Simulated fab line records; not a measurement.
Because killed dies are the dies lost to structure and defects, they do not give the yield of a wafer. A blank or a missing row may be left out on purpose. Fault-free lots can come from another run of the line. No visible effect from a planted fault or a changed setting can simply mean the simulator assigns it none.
Struck lot and sound lot, side by side / flow n5Finfet / 30 out of 1938 route steps
Sound: the wafers L151.1, L151.3, L151.6. Wafers L171.1, L171.4, L171.5 were the ones struck. At the end, the cause is stated.
Per side, at each step with rows, come the tool, then ch with its chambers, and then its first start. Under that, the readings that differ: sound wafers / struck wafers / difference of the means / sigmas: that difference in standard deviations of wafers without a fault.
alike: readings with means less than 2 such deviations apart, plus words and numbers identical on both sides. not compared: withheld readings, readings lacking a value on some wafer, bounds such as >300 that could conceal the same value, and numbers that have no deviation in the record and whose values overlap.
A row with sigmas, a row that says differs or no value, or rows on one side alone: a step with any of these is where the two part. Non-overlapping numbers with no deviation appear without sigmas and do not part them. A reading missing from all wafers of one side parts the sides only when that side holds two or more wafers.

first, 9 steps without rows for these wafers: N5_BEOL_M1_DESCUM_16 (chemistry O2, time 7 s); N5_BEOL_M1_ETCH_74 (etches underlayer in N2/H2, target depth 6.5 nm, time 5.2 s); N5_BEOL_M1_ETCH_63 (etches SiARC in CF4, target depth 15.6 nm, time 26 s); N5_BEOL_M1_ETCH_64 (etches SOC in N2/H2, target depth 75 nm, overetch 15 nm, time 112.5 s); N5_BEOL_M1_STRIP_65 (strips in N2/H2); N5_BEOL_M1_STRIP_75 (strips in N2/H2); N5_BEOL_M1_STRIP_66 (strips in CF4); N5_BEOL_M1_HM_OPEN_17 (chemistry Cl2/BCl3, target TiN, target depth 20 nm, overetch 6 nm); N5_BEOL_M1_STRIP_19 (strips in O2).
N5_BEOL_M1_COAT_67: time 60 s, resist thk 60 nm.
  sound on lithoTrack-01 ch 0, day 6 10:52; struck on lithoTrack-05 ch 0, day 11 04:34
reading=spinSpeedRpm (rpm); sound=1499.7 1500.4 1499.9; struck=1424.8 1424.9 1425.4; difference=-75.0; sigmas=-68
reading=model.SOC_of_BEOL_M1_COAT_67.thkNm (nm); sound=59.8 60 59.8; struck=61.4 61.4 61.4; difference=+1.5; sigmas=
then, 13 steps without rows for these wafers: N5_BEOL_M1_COAT_68 (time 60 s, resist thk 12 nm); N5_BEOL_M1_COAT_76 (time 60 s, resist thk 5 nm); N5_BEOL_M1_COAT_22 (resist thk 30 nm); N5_BEOL_M1_EBR_24; N5_BEOL_M1_SOFTBAKE_23 (time 60 s); N5_BEOL_M1_EXPOSE_25 (exposes mask V0, defocus 5 nm, target cd 24 nm); N5_BEOL_M1_PEB_26 (peb time 60 s); N5_BEOL_M1_DEVELOP_27 (develop time 30 s); N5_BEOL_M1_DESCUM_33 (chemistry O2, time 7 s); N5_BEOL_M1_ETCH_77 (etches underlayer in N2/H2, target depth 6.5 nm, time 5.2 s); N5_BEOL_M1_ETCH_69 (etches SiARC in CF4, target depth 15.6 nm, time 26 s); N5_BEOL_M1_ALD_98 (deposits SiO2, target thk 2.5 nm, pulse time 1 s, co reactant pulse time 1 s); N5_BEOL_M1_ETCHBACK_99 (etches SiO2 in CHF3, target depth 5 nm, time 10.4 s).
N5_BEOL_M1_ETCH_70: etches SOC in N2/H2, target depth 80 nm, overetch 16 nm, time 120 s.
  sound on rieDiel-02 ch 0,2,3, day 6 12:58; struck on rieDiel-02 ch 0,1, day 11 16:37
reading=model.etch.depthNm (nm); sound=59.88 59.97 59.82; struck=61.36 61.33 61.46; difference=+1.49; sigmas=
  alike: drypumpMotorCurrentA, oesProductAu, rfVppV, showerheadPlenumPTorr, throttleValvePct
  not compared: rfHoursCounterH
then, 2 steps without rows for these wafers: N5_BEOL_M1_STRIP_71 (strips in N2/H2); N5_BEOL_M1_STRIP_78 (strips in N2/H2).
N5_BEOL_M1_VIA_ETCH_34: etches the open film in C4F6/O2, target depth 67.8 nm, time 64.4 s.
  sound on rieDiel-02 ch 0,2,3, day 6 13:04; struck on rieDiel-02 ch 0,1, day 11 16:43
reading=model.SOC_of_BEOL_M1_COAT_67.thkNm (nm); sound=52 52.2 52; struck=53.6 53.2 53.6; difference=+1.4; sigmas=
  alike: drypumpMotorCurrentA, oesProductAu, rfVppV, showerheadPlenumPTorr, throttleValvePct
  not compared: rfHoursCounterH
then, 1 step without rows for these wafers: N5_BEOL_M1_STRIP_83 (strips in C4F6/O2).
-- here the record skips 3 days between the struck wafers' starts before and after, leaving off in module BEOL_M1 and picking up in module BEOL_M4 (first step shown: number 1111 of the route) --
N5_BEOL_M4_RC_MEAS_101:
  sound on prober-02 ch 0, day 9 01:44; struck on prober-02 ch 0, day 14 13:49
reading=IOFF_P (nA/um); sound=0.19 0.18 0.17; struck=0.31 0.23 0.22; difference=+0.07; sigmas=+2
reading=ION_P (uA/um); sound=449 448 451; struck=473 465 456; difference=+15; sigmas=+2
reading=VT_P (mV); sound=-254 -254 -255; struck=-243 -248 -249; difference=+8; sigmas=+2
  alike: DIBL_N, DIBL_P, IOFF_N, ION_N, SS_N, SS_P, VT_N
-- here the record skips 5 days between the struck wafers' starts before and after, leaving off in module BEOL_M4 and picking up in module PASSIVATION (first step shown: number 1936 of the route) --
N5_PASSIVATION_PROBE_49:
  the record has rows for the struck wafers here (prober-01, day 19 18:17) and none for the sound ones

== WHERE THEY PART ==
Last at N5_PASSIVATION_PROBE_49 as far as this record goes, first at N5_BEOL_M1_COAT_67.

WHY: whatever the simulator had introduced
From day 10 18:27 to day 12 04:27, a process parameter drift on lithoTrack-05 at N5_BEOL_M1_COAT_67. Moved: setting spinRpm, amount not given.
